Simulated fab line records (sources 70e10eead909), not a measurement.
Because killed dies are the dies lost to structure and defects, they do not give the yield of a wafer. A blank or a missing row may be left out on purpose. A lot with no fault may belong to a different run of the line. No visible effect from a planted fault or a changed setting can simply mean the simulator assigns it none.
Struck lot and sound lot, side by side | flow nandHarc | 15 steps out of a route of 1159
Sound: the wafers L940.2, L940.3, L940.6. Struck: wafer L952.5. (L952.2, L952.4 of the same lot were not struck and are left out.) The cause comes at the end.
For every step that has rows: the tool of each side, followed by ch and its chambers, followed by its first start. Under that, the readings that differ: sound wafers | struck wafers | difference of the means | sigmas: that difference in standard deviations of wafers without a fault.
alike: readings with means less than 2 such deviations apart, plus words and numbers identical on both sides. not compared: withheld readings, readings lacking a value on some wafer, bounds such as >300 that could conceal the same value, and numbers that have no deviation in the record and whose values overlap.
Wherever a step has rows on one side only, a row that says differs or no value, or a row with sigmas, the two part there. Non-overlapping numbers with no deviation appear without sigmas and do not part them. Lack of a reading on every wafer of one side parts them only where that side has two or more wafers.

first, 7 steps without rows for these wafers: NHARC_A_SGD_CUT_COAT_57 (time 65 s); NHARC_A_SGD_CUT_COAT_03 (resist thk 90 nm); NHARC_A_SGD_CUT_SOFTBAKE_04 (time 55 s); NHARC_A_SGD_CUT_EBR_05; NHARC_A_SGD_CUT_EXPOSE_06 (exposes mask SGD); NHARC_A_SGD_CUT_PEB_07 (peb time 65 s); NHARC_A_SGD_CUT_DEVELOP_08 (develop time 35 s).
NHARC_A_SGD_CUT_CD_MEAS_09: the cd target is 100 nm.
  sound on cdSem-02 ch 0, day 14 17:28; struck on cdSem-01 ch 0, day 17 22:12
  alike: cdNm
NHARC_A_SGD_CUT_OVL_MEAS_10:
  sound on overlay-02, day 14 17:34; struck on overlay-01, day 17 22:17
  alike: overlayXNm, overlayYNm
NHARC_A_SGD_CUT_INSPECT_11:
  sound on defectInspect-02, day 14 17:36; struck on defectInspect-02, day 17 22:19
  alike: rawDefectCount
NHARC_A_SGD_CUT_DESCUM_14: chemistry O2, time 3 s.
  sound on rieDiel-13 ch 0,1,3, day 14 17:40; struck on rieDiel-13 ch 2, day 17 22:23
reading                  | sound                | struck | difference | sigmas
drypumpMotorCurrentA (A) | 4.8 5.3 5.4          | 6.5    | +1.3       | +3
throttleValvePct (%)     | 11.293 11.309 11.312 | 11.334 | +0.029     | +3
  alike: mfcArSccm, oesProductAu, rfVppV, showerheadPlenumPTorr
  not compared: rfHoursCounterH
NHARC_A_SGD_CUT_ETCH_58: etches the open film in CF4, target depth 39 nm, time 65 s.
  sound on rieDiel-13 ch 0,2,3, day 14 17:45; struck on rieDiel-13 ch 1, day 17 22:29
reading    | sound             | struck | difference | sigmas
rfVppV (V) | 150.5 152.8 149.6 | 153.2  | +2.2       | +2
  alike: biasW, drypumpMotorCurrentA, mfcArSccm, oesProductAu, runLengthS, showerheadPlenumPTorr, throttleValvePct
  not compared: rfHoursCounterH
NHARC_A_SGD_CUT_ETCH_59: etches the open film in N2/H2, target depth 260 nm, time 406.25 s.
  sound on rieDiel-13 ch 1,2,3, day 14 17:52; struck on rieDiel-13 ch 0, day 17 22:40
reading        | sound             | struck | difference | sigmas
runLengthS (s) | 427.7 427.9 427.2 | 324.5  | -103.1     | -99 or more
  alike: drypumpMotorCurrentA, h2FlowSccm, mfcArSccm, oesProductAu, rfVppV, showerheadPlenumPTorr, throttleValvePct
  not compared: biasW, rfHoursCounterH
NHARC_A_SGD_CUT_ETCH_15: etches the open film in CH3F/O2, target depth 75 nm, time 64.3 s.
  sound on rieDiel-13 ch 0,3; struck on rieDiel-13 ch 1
  alike: biasW, drypumpMotorCurrentA, mfcArSccm, oesProductAu, rfVppV, runLengthS, showerheadPlenumPTorr, throttleValvePct
  not compared: rfHoursCounterH
-- record jumps: 6 days between struck wafers' starts before vs after; left off in module A_SGD_CUT, resumes in module END, first step shown is number 1159 of the route --
NHARC_END_SORT_01:
  here the record holds rows for the struck wafers (prober-02 ch 0, day 23 17:49) but none for the sound ones

## WHERE THEY PART
Last at NHARC_END_SORT_01 as far as this record goes, first at NHARC_A_SGD_CUT_DESCUM_14.

WHY: what the simulator had put in
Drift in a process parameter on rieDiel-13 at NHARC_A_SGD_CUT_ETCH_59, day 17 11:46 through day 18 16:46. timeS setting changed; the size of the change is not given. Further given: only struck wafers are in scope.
